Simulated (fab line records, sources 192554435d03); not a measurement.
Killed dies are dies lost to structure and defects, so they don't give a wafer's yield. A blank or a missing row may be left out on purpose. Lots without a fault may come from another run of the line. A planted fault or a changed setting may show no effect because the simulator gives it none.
One fault seen from 2 desks | flow n5_finfet | each desk has only its own numbers; what lay behind them comes last

THE TOOL OWNER'S DESK: remote_plasma-02
The tool's own readings at N5_MOL_CONTACT_COAG_PRECLEAN_111 (cleans in NF3:NH3, afs cycles 1, time 20 s, sublimation time 60 s): means of the sampled wafers that have a number, for each lot that ran on this tool. A lot is out of limits, marked OUT, if its mean lies more than 4 standard deviations from the usual mean; the brackets give that distance.
Columns: A = temp_c at N5_MOL_CONTACT_COAG_PRECLEAN_111, usual 30.02 C
lot  | first seen here | A
L376 | day 5 03:14     | 30.04
L377 | day 5 04:01     | 30.12
L378 | day 5 14:51     | 29.94
L380 | day 6 01:56     | 30.10
L381 | day 6 05:02     | 29.90
L385 | day 7 03:44     | 30.08
L386 | day 7 15:10     | 30.16
This desk's finding: nothing out of limits on any of the 7 lots.

THE METROLOGY DESK
What the gauges read, lot by lot, whatever tool the lot ran on: means of the sampled wafers that have a number. A lot is out of limits, marked OUT, if its mean lies more than 4 standard deviations from the usual mean; the brackets give that distance. Of its 10 readings 7 are shown: those that lie furthest out on some lot.
Columns: A = DIBL_N at N5_BEOL_M4_RC_MEAS_101, usual 36.3 mV/V; B = IOFF_P at N5_BEOL_M4_RC_MEAS_101, usual 0.21 nA/um; C = ION_N at N5_BEOL_M4_RC_MEAS_101, usual 675 uA/um; D = ION_P at N5_BEOL_M4_RC_MEAS_101, usual 464 uA/um; E = SS_P at N5_BEOL_M4_RC_MEAS_101, usual 73.3 mV/dec; F = VT_N at N5_BEOL_M4_RC_MEAS_101, usual 250 mV; G = VT_P at N5_BEOL_M4_RC_MEAS_101, usual -250 mV
lot  | first seen here | A    | B    | C   | D   | E    | F   | G
L376 | day 8 05:31     | 35.3 | 0.21 | 661 | 458 | 72.7 | 251 | -249
L377 | day 8 06:11     | 35.3 | 0.16 | 658 | 450 | 72.8 | 253 | -255
L378 | day 8 15:01     | 36.0 | 0.23 | 687 | 470 | 74.3 | 247 | -250
L380 | day 9 00:40     | 34.0 | 0.21 | 673 | 473 | 72.6 | 249 | -248
L381 | day 9 06:25     | 38.4 | 0.23 | 694 | 474 | 74.4 | 247 | -247
L383 | day 9 10:14     | 35.0 | 0.19 | 668 | 463 | 72.3 | 255 | -250
L385 | day 9 22:16     | 34.5 | 0.18 | 668 | 461 | 72.9 | 254 | -252
L396 | day 13 00:07    | 37.3 | 0.21 | 669 | 459 | 73.5 | 250 | -249
L386 | day 13 07:37    | 38.9 | 0.27 | 687 | 467 | 74.0 | 248 | -248
L394 | day 14 09:01    | 36.5 | 0.23 | 678 | 465 | 73.8 | 247 | -248
L398 | day 15 04:40    | 36.5 | 0.21 | 667 | 458 | 73.5 | 251 | -249
This desk's finding: nothing out of limits on any of the 11 lots.

PUT TOGETHER
The tool owner's desk saw nothing out of limits.
The metrology desk saw nothing out of limits.

WHAT THE SIMULATOR HAD PUT IN
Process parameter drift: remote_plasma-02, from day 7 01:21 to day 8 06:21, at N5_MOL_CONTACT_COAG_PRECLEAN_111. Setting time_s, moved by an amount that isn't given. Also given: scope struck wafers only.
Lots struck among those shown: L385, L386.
